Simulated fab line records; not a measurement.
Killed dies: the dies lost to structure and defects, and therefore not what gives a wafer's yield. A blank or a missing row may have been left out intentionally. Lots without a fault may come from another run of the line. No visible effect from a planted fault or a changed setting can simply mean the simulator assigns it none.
fab line records | flow n5-finfet
[record] lots = 10 wafers = 30 last-day = 18
route steps=1938 shown BEOL_M15@1813 MIM_TOP@1836 MIM_TOP_LITHO@1849 PASSIVATION@1936
lots untouched by any fault: they come from a run of this same line in which no faults occurred
start-h: hours from the record's opening day to when the first of the lot's shown wafers began | wait-h: time in hours since the lot's previous step | " unchanged from the row above | L1.1+2: one row covering several wafers at once | - value missing, or start not given | * or withheld: withheld | < > ~ a bound
route shown NAME@n: a module of which the file shows steps, and the number in the route of the first | usual: average and standard deviation across the fault-free wafers | same: alike in all rows | chamber/n: place in a boat | sites: each site's reading | _std_site: the standard deviation of these | _edge_site: inner sites' mean taken away from outer sites' mean | radius-mm: for every site, how far away it sits from the centre of the wafer | mask NAME#n: copy n | behind: the tool/chamber that last shaped the wafer | hold: why the lot went on hold/how many hours it stayed there/how the hold came to an end | device: transistor that didn't switch, given as n, p or np | end of line: the tests these same wafers got at the end of their route | for a step that has no rows: nothing shown but its recipe | killed: not the wafer's yield, but the dies lost to structure and defects at the first sort | map: dies across one wafer; x = killed, . = not, _ = none there
set.NAME: the setting that was run; set.NAME@STEP: the one run at that earlier step | model.NAME: the simulator's own value behind a step, which no gauge read
one table for each step of the route and one row for each wafer, over a sample of lots
services: a tool's chamber out of use, with start hour (start-h, from the record's first day; less than 0 if before it), hours out, and reason
[[steps]]
[step N5_BEOL_M15_STRIP_37]
[recipe] chemistry = O2 power-w = 600 temp-c = 60 pressure-mtorr = 30 rf-frequency-hz = 6e+07 bias-power-w = 0 overash-fraction = 0.3 o2-flow-sccm = 225
[usual] drypump-motor-current-A = 5.8/0.34 oes-product-au = 0.81/0.083 rf-vpp-V = 3.6/0.67 showerhead-plenum-p-Torr = 2.09/0.05 throttle-valve-pct = 16.67/0.27
// columns lot.wafer tool chamber start-h wait-h drypump-motor-current-A oes-product-au rf-hours-counter-h rf-vpp-V showerhead-plenum-p-Torr throttle-valve-pct
L833.1 rie-diel-06 2 - - 5.2 0.80 99 2.8 2.11 16.87
L833.2 " 0 " " 5.7 0.68 248 3.9 2.16 16.84
L833.5 " 3 " " 5.8 0.88 - 3.3 2.14 16.22
L834.1 rie-diel-06 3 - - 5.8 0.88 32 4.3 2.13 16.23
L834.2 " 1 " " 5.9 0.68 241 2.8 2.07 17.24
L834.3 " 2 " " 5.2 0.79 102 3.6 2.11 16.88
L835.3 rie-diel-06 0 - - 5.8 0.96 0 2.9 2.16 16.37
L835.4 " 3 " " 5.8 0.87 35 4.3 2.13 16.24
L835.6 " 1 " " 5.9 0.68 - 3.1 2.07 17.24
L836.4 rie-diel-04 1 - - 5.5 0.66 250 4.0 2.15 16.83
L836.5 " 0 " " 6.3 0.89 - 3.7 2.05 16.77
L836.6 " 1 " " 5.6 0.66 - 3.2 2.15 16.84
L839.1 rie-diel-03 0 - - 5.6 0.85 79 4.0 2.03 16.14
L839.4 " 2 " " 6.3 0.88 51 3.4 2.05 16.49
L839.5 " 0 " " 5.6 0.84 - 3.8 2.03 16.14
L838.2 rie-diel-04 3 - - 5.4 0.76 147 3.9 2.10 16.66
L838.4 " 0 " " 6.3 0.89 28 4.0 2.05 16.75
L838.6 " 0 " " 6.3 0.89 - 3.4 2.05 16.74
L846.2 rie-diel-04 2 - - 5.6 0.76 148 3.1 2.01 16.70
L846.3 " 0 " " 6.3 0.86 44 3.9 2.05 16.79
L846.6 " 3 " " 5.4 0.75 - 3.7 2.09 16.70
L849.1 rie-diel-04 3 - - 5.5 0.74 167 3.7 2.09 16.71
L849.2 " 1 " " 5.6 1.00 3 4.1 2.15 16.36
L849.6 " 0 " " 6.3 0.86 - 3.4 2.05 16.83
L855.1 rie-diel-04 3 - - 5.4 0.73 180 5.1 2.09 16.74
L855.2 " 0 " " 6.3 0.84 65 4.5 2.04 16.82
L855.3 " 2 " " 5.6 0.76 168 3.3 2.00 16.72
L856.1 rie-diel-04 2 - - 5.6 0.75 170 3.8 2.00 16.71
L856.2 " 1 " " 5.6 0.95 15 3.9 2.14 16.37
L856.4 " 0 " " 6.3 0.84 67 3.7 2.04 16.84
[step N5_BEOL_M15_ANNEAL_48]
[recipe] temp-c = 225 time-s = 90 ambient = N2
[usual] wafer_temp_C_max = 226.2/0.3
// columns lot.wafer tool chamber start-h wait-h wafer_temp_C_max
L833.1 rtp-anneal-02 0 248.49 0.2 226.2
L833.2 " 0 " " 226.1
L833.5 " 0 " " 225.9
L834.1 rtp-anneal-01 0 263.15 0.2 226.4
L834.2 " 0 " " 226.4
L834.3 " 0 " " 226.3
L835.3 rtp-anneal-01 0 271.76 0.2 226.2
L835.4 " 0 " " 226.5
L835.6 " 0 " " 226.0
L836.4 rtp-anneal-01 0 279.41 0.2 226.2
L836.5 " 0 " " 226.4
L836.6 " 0 " " 226.1
L839.1 rtp-anneal-02 0 291.25 0.7 226.1
L839.4 " 0 " " 225.8
L839.5 " 0 " " 226.4
L838.2 rtp-anneal-01 0 293.26 0.2 226.4
L838.4 " 0 " " 226.3
L838.6 " 0 " " 226.3
L846.2 rtp-anneal-01 0 333.92 0.7 226.3
L846.3 " 0 " " 226.3
L846.6 " 0 " " 226.3
L849.1 rtp-anneal-01 0 351.33 0.8 226.3
L849.2 " 0 " " 226.5
L849.6 " 0 " " 226.3
L855.1 rtp-anneal-01 0 398.44 0.2 226.4
L855.2 " 0 " " 226.6
L855.3 " 0 " " 226.2
L856.1 rtp-anneal-02 0 404.85 0.2 226.2
L856.2 " 0 " " 225.9
L856.4 " 0 " " 226.5
[step N5_BEOL_M15_PRE_CLEAN_52]
[recipe] gas = NH3 time-s = 15 temp-c = withheld rf-power-w = 300
[usual] rf-fwd-power-W = 294.5/1.4
// columns lot.wafer tool chamber start-h wait-h rf-fwd-power-W
L833.1 pecvd-04 2 249.12 0.0 296.1
L833.2 " 0 " " 293.6
L833.5 " 2 " " 294.1
L834.1 pecvd-03 0 263.78 0.0 292.5
L834.2 " 2 " " 293.8
L834.3 " 1 " " 295.7
L835.3 pecvd-04 2 272.30 0.0 294.8
L835.4 " 0 " " 294.2
L835.6 " 2 " " 294.9
L836.4 pecvd-02 0 279.93 0.0 297.2
L836.5 " 2 " " 298.1
L836.6 " 1 " " 293.3
L839.1 pecvd-03 1 291.88 0.0 294.4
L839.4 " 1 " " 295.2
L839.5 " 0 " " 293.6
L838.2 pecvd-04 0 293.84 0.0 293.3
L838.4 " 0 " " 292.1
L838.6 " 2 " " 295.7
L846.2 pecvd-03 1 334.73 0.0 294.7
L846.3 " 2 " " 295.6
L846.6 " 1 " " 296.3
L849.1 pecvd-03 0 351.96 0.0 291.8
L849.2 " 2 " " 295.2
L849.6 " 2 " " 296.1
L855.1 pecvd-04 0 399.06 0.0 295.0
L855.2 " 1 " " 294.4
L855.3 " 0 " " 294.8
L856.1 pecvd-03 2 405.47 0.0 294.2
L856.2 " 0 " " 292.2
L856.4 " 1 " " 295.4
[step N5_BEOL_M15_INSPECT_55]
[recipe] inspect-instrument = darkfield mode = post-dep
[usual] raw-defect-count = 68/22
// columns lot.wafer tool chamber start-h wait-h raw-defect-count
L833.1 defect-inspect-02 - 249.24 0.0 62
L833.2 " - " " 63
L833.5 " - " " 42
L834.1 defect-inspect-01 - 263.89 0.0 58
L834.2 " - " " 66
L834.3 " - " " 49
L835.3 defect-inspect-01 - 272.42 0.0 45
L835.4 " - " " 110
L835.6 " - " " 59
L836.4 defect-inspect-01 - 280.04 0.0 45
L836.5 " - " " 90
L836.6 " - " " 41
L839.1 defect-inspect-02 - 292.00 0.0 38
L839.4 " - " " 58
L839.5 " - " " 55
L838.2 defect-inspect-02 - 293.96 0.0 79
L838.4 " - " " 58
L838.6 " - " " 52
L846.2 defect-inspect-01 - 334.85 0.0 376
L846.3 " - " " 370
L846.6 " - " " 412
L849.1 defect-inspect-01 - 352.08 0.0 368
L849.2 " - " " 396
L849.6 " - " " 453
L855.1 defect-inspect-02 - 399.21 0.0 85
L855.2 " - " " 128
L855.3 " - " " 97
L856.1 defect-inspect-02 - 405.59 0.0 101
L856.2 " - " " 91
L856.4 " - " " 64
[step N5_MIM_TOP_ALD_02]
[recipe] material = Al2O3 target-thk-a = * temp-c = withheld ald-precursor-family = TMA ald-co-reactant = O3 pulse-time-s = withheld purge-time-s = 3 co-reactant-purge-time-s = withheld co-reactant-pulse-time-s = 3 ald-cycles = withheld
[usual] precursor-pulse-height-rel = 0.997/0.02
// columns lot.wafer tool chamber start-h wait-h precursor-pulse-height-rel
L833.1 ald-hk-03 1 - - 0.982
L833.2 " 2 " " 0.984
L833.5 " 3 " " 0.988
L834.1 ald-hk-02 2 - - 0.990
L834.2 " 1 " " 1.006
L834.3 " 3 " " 1.029
L835.3 ald-hk-02 0 - - 1.007
L835.4 " 1 " " 0.991
L835.6 " 3 " " 0.980
L836.4 ald-hk-02 1 - - 0.989
L836.5 " 3 " " 1.000
L836.6 " 0 " " 1.005
L839.1 ald-hk-01 2 - - 1.028
L839.4 " 1 " " 0.983
L839.5 " 0 " " 0.992
L838.2 ald-hk-02 3 - - 0.990
L838.4 " 1 " " 0.999
L838.6 " 1 " " 1.015
L846.2 ald-hk-02 1 - - 0.999
L846.3 " 2 " " 0.982
L846.6 " 1 " " 0.971
L849.1 ald-hk-01 1 - - 0.997
L849.2 " 2 " " 0.970
L849.6 " 3 " " 0.955
L855.1 ald-hk-01 2 - - 1.005
L855.2 " 0 " " 1.012
L855.3 " 3 " " 1.003
L856.1 ald-hk-01 1 - - 0.963
L856.2 " 0 " " 1.025
L856.4 " 3 " " 0.959
[step N5_MIM_TOP_LITHO_INSPECT_12]
[recipe] mode = adi inspect-instrument = macro
[usual] raw-defect-count = 1.9/1.3
// columns lot.wafer tool chamber start-h wait-h raw-defect-count
L833.1 defect-inspect-02 - 253.94 0.0 4
L833.2 " - " " 1
L833.5 " - " " 2
L834.1 defect-inspect-01 - 267.83 0.0 0
L834.2 " - " " 2
L834.3 " - " " 1
L835.3 defect-inspect-02 - 276.08 0.0 3
L835.4 " - " " 4
L835.6 " - " " 3
L836.4 defect-inspect-02 - 283.40 0.0 2
L836.5 " - " " 1
L836.6 " - " " 1
L839.1 defect-inspect-01 - 297.60 0.0 4
L839.4 " - " " 1
L839.5 " - " " 1
L838.2 defect-inspect-02 - 298.75 0.0 2
L838.4 " - " " 2
L838.6 " - " " 1
L846.2 defect-inspect-01 - 338.14 0.0 >300
L846.3 " - " " >300
L846.6 " - " " >300
L849.1 defect-inspect-01 - 356.50 0.0 >300
L849.2 " - " " >300
L849.6 " - " " >300
L855.1 defect-inspect-02 - 402.44 0.0 4
L855.2 " - " " 2
L855.3 " - " " 2
L856.1 defect-inspect-01 - 409.62 0.0 2
L856.2 " - " " 2
L856.4 " - " " 3
[step N5_PASSIVATION_PROBE_49]
[usual] defect-limited-yield = 91.2/1.6 killed_at_M0_to_M3 = 33/11 killed_at_M4_up = 15/6.2 killed-at-contacts = 15/7.1 killed-at-front-end = 38/12 killed-at-other = 4/3.5 killed-dies = 104/19 killed-on-rim = 14/4 killed-open = 69/14 killed-short = 34/8.5 sort_bin_5_function = 5.2/0.99 sort_bin_6_memory = 3.3/0.77 sort-n-pass = 1076/19 sort-yield-pct = 91.2/1.6
[same] gross-dies = 1180 killed-at-back-side = 0 sort_bin_4_leakage[%] = 0 sort_bin_8_speed[%] = 0
// columns lot.wafer tool chamber start-h wait-h defect-limited-yield[%] killed_at_M0_to_M3 killed_at_M4_up killed-at-contacts killed-at-front-end killed-at-other killed-dies killed-on-rim killed-open killed-short sort_bin_5_function[%] sort_bin_6_memory[%] sort-n-pass sort-yield-pct[%]
L833.1 prober-02 - 264.78 0.0 92.4 21 9 7 49 4 90 16 59 30 4.6 2.8 1090 92.4
L833.2 prober-02 - 264.83 0.1 90.3 42 6 19 36 11 114 9 74 39 5.3 3.9 1066 90.3
L833.5 prober-02 - 264.98 0.2 90.8 44 11 10 39 5 109 12 75 34 6.1 3.0 1071 90.8
L834.1 prober-02 - 279.51 0.0 90.0 19 13 31 51 4 118 18 84 34 7.0 2.9 1062 90.0
L834.2 prober-02 - 279.56 0.1 91.8 23 16 34 21 3 97 13 71 26 3.5 4.4 1083 91.8
L834.3 prober-02 - 279.61 0.1 89.6 32 10 25 44 12 123 16 79 42 6.4 3.7 1057 89.6
L835.3 prober-01 - 288.24 0.1 93.0 11 12 18 40 2 83 12 51 31 4.1 2.7 1097 93.0
L835.4 prober-01 - 288.29 0.2 94.2 24 5 9 28 2 68 13 42 26 3.2 2.4 1112 94.2
L835.6 prober-01 - 288.39 0.3 91.0 22 26 20 36 2 106 16 69 34 5.0 3.7 1074 91.0
L836.4 prober-02 - 293.74 0.2 89.8 38 15 17 43 7 120 14 80 40 5.7 4.2 1060 89.8
L836.5 prober-02 - 293.79 0.2 88.3 39 16 17 60 6 138 11 94 43 6.7 4.7 1042 88.3
L836.6 prober-02 - 293.84 0.3 88.1 40 6 11 78 6 141 18 103 38 6.8 4.6 1039 88.1
L838.2 prober-01 - 310.10 0.1 89.2 38 20 11 58 0 127 13 88 37 5.9 4.6 1053 89.2
L838.4 prober-01 - 310.20 0.2 88.0 55 22 19 44 2 142 19 100 37 6.8 4.5 1038 88.0
L838.6 prober-01 - 310.30 0.3 87.0 42 34 23 53 1 153 12 105 46 7.5 4.9 1027 87.0
L846.2 prober-01 - 347.73 0.1 85.6 19 107 9 28 7 170 18 36 37 9.2 3.6 1010 85.6
L846.3 prober-01 - 347.78 0.1 88.9 24 69 10 26 2 131 19 51 18 7.3 2.6 1049 88.9
L846.6 prober-01 - 347.93 0.3 84.4 15 112 13 39 5 184 25 52 30 10.5 3.5 996 84.4
L849.1 prober-02 - 370.29 0.7 85.4 28 97 4 42 1 172 28 59 33 8.7 4.4 1008 85.4
L849.2 prober-02 - 370.34 0.8 84.7 26 86 19 49 0 180 29 82 31 8.9 5.2 1000 84.7
L849.6 prober-02 - 370.54 1.0 86.4 30 92 6 31 1 160 29 69 28 8.4 3.6 1020 86.4
// killed by level:class
L833.1 STI_FIN_REVEAL:geometric-particle:open=13 FIN_SAQP:geometric-particle:open=12 BEOL_M0_SAQP:geometric-particle:short=7 MOL_CONTACT_COAG:geometric-particle:open=6 STARTING-WAFER:geometric-particle:open=5 FIN_SAQP:geometric-particle:short=4 DUMMY_GATE:geometric-particle:open=4 BEOL_M4:geometric-particle:open=3
L833.2 MOL_CONTACT_COAG:geometric-particle:open=17 BEOL_M0_SAQP:geometric-particle:short=13 BEOL_M1:geometric-particle:open=10 BEOL_M0_SAQP:geometric-particle:open=9 FIN_SAQP:geometric-particle:open=7 DUMMY_GATE:geometric-particle:open=6 FIN_SAQP:geometric-particle:short=4 STI_FIN_REVEAL:geometric-particle:open=4
L833.5 BEOL_M3:geometric-particle:open=11 BEOL_M0_SAQP:geometric-particle:open=11 BEOL_M0_SAQP:geometric-particle:short=10 FIN_SAQP:geometric-particle:open=9 FIN_SAQP:geometric-particle:short=7 DUMMY_GATE:geometric-particle:open=7 MOL_CONTACT_COAG:geometric-particle:open=7 BEOL_M4:geometric-particle:open=5
L834.1 MOL_CONTACT_COAG:geometric-particle:open=28 STI_FIN_REVEAL:geometric-particle:open=12 GATE_CUT:geometric-particle:short=7 BEOL_M4:geometric-particle:open=6 ILD0:geometric-particle:short=5 FIN_SAQP:geometric-particle:open=4 DUMMY_GATE:geometric-particle:short=4 GATE_CUT:geometric-particle:open=4
L834.2 MOL_CONTACT_COAG:geometric-particle:open=31 BEOL_M1:geometric-particle:open=6 BEOL_M4:geometric-particle:open=6 STI_FIN_REVEAL:geometric-particle:open=4 BEOL_M1:geometric-particle:short=4 BEOL_M3:geometric-particle:short=4 BEOL_M3:geometric-particle:open=4 STARTING-WAFER:geometric-particle:short=4
L834.3 MOL_CONTACT_COAG:geometric-particle:open=18 BEOL_M0_SAQP:geometric-particle:short=10 STI_FIN_REVEAL:geometric-particle:open=7 MOL_CONTACT_COAG:geometric-particle:short=7 STARTING-WAFER:geometric-particle:open=7 FIN_SAQP:geometric-particle:open=6 BEOL_M1:geometric-particle:open=6 GATE_CUT:geometric-particle:short=5
L835.3 FIN_SAQP:geometric-particle:short=15 MOL_CONTACT_COAG:geometric-particle:open=13 FIN_SAQP:geometric-particle:open=9 BEOL_M4:geometric-particle:open=7 MOL_CONTACT_COAG:geometric-particle:short=5 BEOL_M1:geometric-particle:open=5 DUMMY_GATE:geometric-particle:open=3 STI_FIN_REVEAL:geometric-particle:open=3
L835.4 FIN_SAQP:geometric-particle:short=9 BEOL_M3:geometric-particle:open=8 MOL_CONTACT_COAG:geometric-particle:open=8 FIN_SAQP:geometric-particle:open=5 BEOL_M0_SAQP:geometric-particle:short=5 BEOL_M1:geometric-particle:open=3 BEOL_M0_SAQP:geometric-particle:open=3 BEOL_M4:geometric-particle:open=3
L835.6 MOL_CONTACT_COAG:geometric-particle:open=17 FIN_SAQP:geometric-particle:open=14 BEOL_M0_SAQP:geometric-particle:short=9 BEOL_M4:geometric-particle:open=9 FIN_SAQP:geometric-particle:short=7 BEOL_M0_SAQP:geometric-particle:open=7 STI_FIN_REVEAL:geometric-particle:open=4 BEOL_M1:geometric-particle:open=4
L836.4 BEOL_M2:geometric-particle:open=14 STI_FIN_REVEAL:geometric-particle:open=12 MOL_CONTACT_COAG:geometric-particle:open=12 FIN_SAQP:geometric-particle:open=11 BEOL_M0_SAQP:geometric-particle:short=10 FIN_SAQP:geometric-particle:short=7 BEOL_M4:geometric-particle:open=5 MOL_CONTACT_COAG:geometric-particle:short=5
L836.5 STI_FIN_REVEAL:geometric-particle:open=21 MOL_CONTACT_COAG:geometric-particle:open=12 GATE_CUT:geometric-particle:short=10 BEOL_M2:geometric-particle:open=8 BEOL_M1:geometric-particle:open=7 BEOL_M3:geometric-particle:open=7 FIN_SAQP:geometric-particle:short=6 FIN_SAQP:geometric-particle:open=6
L836.6 STI_FIN_REVEAL:geometric-particle:open=21 FIN_SAQP:geometric-particle:open=17 GATE_CUT:geometric-particle:short=11 MOL_CONTACT_COAG:geometric-particle:open=11 BEOL_M2:geometric-particle:open=10 BEOL_M0_SAQP:geometric-particle:short=9 FIN_SAQP:geometric-particle:short=8 BEOL_M0_SAQP:geometric-particle:open=8
L838.2 STI_FIN_REVEAL:geometric-particle:open=21 BEOL_M1:geometric-particle:open=13 FIN_SAQP:geometric-particle:open=10 BEOL_M4:geometric-particle:open=9 FIN_SAQP:geometric-particle:short=7 BEOL_M3:geometric-particle:open=7 STI_FIN_REVEAL:geometric-particle:short=6 MOL_CONTACT_COAG:geometric-particle:open=6
L838.4 STI_FIN_REVEAL:geometric-particle:open=16 BEOL_M1:geometric-particle:open=14 BEOL_M0_SAQP:geometric-particle:open=13 BEOL_M0_SAQP:geometric-particle:short=13 BEOL_M4:geometric-particle:open=12 MOL_CONTACT_COAG:geometric-particle:open=11 MOL_CONTACT_COAG:geometric-particle:short=8 BEOL_M2:geometric-particle:open=7
L838.6 MOL_CONTACT_COAG:geometric-particle:open=17 BEOL_M4:geometric-particle:open=16 FIN_SAQP:geometric-particle:open=13 STI_FIN_REVEAL:geometric-particle:open=12 BEOL_M2:geometric-particle:open=11 FIN_SAQP:geometric-particle:short=9 BEOL_M1:geometric-particle:open=7 BEOL_M0_SAQP:geometric-particle:short=7
L846.2 BEOL_M15:unspecified=94 MOL_CONTACT_COAG:geometric-particle:open=6 BEOL_M4:geometric-particle:short=6 STARTING-WAFER:geometric-particle:short=6 GATE_CUT:geometric-particle:short=5 BEOL_M2:geometric-particle:open=5 BEOL_M4:geometric-particle:open=4 FIN_SAQP:geometric-particle:short=3
L846.3 BEOL_M15:unspecified=61 MOL_CONTACT_COAG:geometric-particle:open=8 STI_FIN_REVEAL:geometric-particle:open=7 BEOL_M2:geometric-particle:open=7 STI_FIN_REVEAL:geometric-particle:short=5 FIN_SAQP:geometric-particle:open=4 BEOL_M0_SAQP:geometric-particle:open=4 BEOL_M1:geometric-particle:open=4
L846.6 BEOL_M15:unspecified=102 FIN_SAQP:geometric-particle:open=12 MOL_CONTACT_COAG:geometric-particle:open=12 FIN_SAQP:geometric-particle:short=8 GATE_CUT:geometric-particle:short=6 BEOL_M2:geometric-particle:open=5 DUMMY_GATE:geometric-particle:open=4 STI_FIN_REVEAL:geometric-particle:open=3
L849.1 BEOL_M15:unspecified=79 STI_FIN_REVEAL:geometric-particle:open=12 BEOL_M0_SAQP:geometric-particle:open=9 BEOL_M0_SAQP:geometric-particle:short=9 BEOL_M4:geometric-particle:open=9 DUMMY_GATE:geometric-particle:open=6 BEOL_M2:geometric-particle:short=5 STARTING-WAFER:geometric-particle:open=5
L849.2 BEOL_M15:unspecified=66 MOL_CONTACT_COAG:geometric-particle:open=17 BEOL_M4:geometric-particle:open=13 FIN_SAQP:geometric-particle:open=11 FIN_SAQP:geometric-particle:short=11 BEOL_M0_SAQP:geometric-particle:open=7 STI_FIN_REVEAL:geometric-particle:open=6 DUMMY_GATE:geometric-particle:open=6
L849.6 BEOL_M15:unspecified=63 BEOL_M4:geometric-particle:open=18 BEOL_M2:geometric-particle:open=9 FIN_SAQP:geometric-particle:open=7 BEOL_M3:geometric-particle:open=7 FIN_SAQP:geometric-particle:short=6 STI_FIN_REVEAL:geometric-particle:open=4 DUMMY_GATE:geometric-particle:open=4
[[services]]
// columns tool chamber start-h hours kind
pecvd-03 0 229.88 2.1 scheduled-down
pecvd-03 2 257.80 5.5 scheduled-down
rie-diel-03 0 268.67 3.8 repair
ald-hk-03 - 271.30 0.7 repair
rie-diel-04 0 271.49 3.0 repair
ald-hk-03 - 277.22 8.7 pm
rie-diel-04 0 283.51 6.1 repair
rie-diel-04 2 291.59 9.0 repair
rie-diel-04 1 299.71 3.5 repair
rie-diel-04 1 303.62 - clean
rie-diel-04 1 303.62 - consumable-replace:focus-ring
rie-diel-04 1 303.62 33.7 scheduled-down
rie-diel-04 1 303.62 33.7 vent-cycle
pecvd-02 - 310.09 0.5 repair
rie-diel-04 3 313.50 3.9 repair
rie-diel-04 2 319.23 6.4 repair
pecvd-03 2 323.59 2.1 scheduled-down
pecvd-02 - 326.05 14.6 pm
rtp-anneal-02 - 349.02 1.1 pm
ald-hk-02 - 350.11 6.0 pm
rie-diel-04 3 368.70 1.9 repair
rie-diel-04 - 378.32 0.1 repair
ald-hk-03 - 381.57 4.3 pm
rie-diel-04 - 406.08 0.5 repair
[[key]]
[first-sign] step = N5_BEOL_M15_INSPECT_55 reading = raw-defect-count direction = up sigmas = 15 usual = 68 struck = 396
[effect] step = N5_MIM_TOP_LITHO_INSPECT_12 reading = raw-defect-count direction = up sigmas = 99+ usual = 1.9 struck = >300
[effect] step = N5_PASSIVATION_PROBE_49 reading = killed_at_M4_up direction = up sigmas = 13 usual = 15 struck = 94
[more-kills-born-at] N5_BEOL_M15_PRE_CLEAN_52@pecvd-03 = 465
met-at N5_BEOL_M15_PRE_CLEAN_52
struck-lots L846,L849
not-acting-at N5_BEOL_M15_STRIP_37,N5_BEOL_M15_ANNEAL_48,N5_MIM_TOP_ALD_02
onset-between 291.88 334.73
[fault] kind = chamber-particle-source tool = pecvd-03 chamber = - onset-h = 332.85 steps = N5_BEOL_M15_PRE_CLEAN_52 rate-per-visit-cm2 = 0.50965 end-h = 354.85
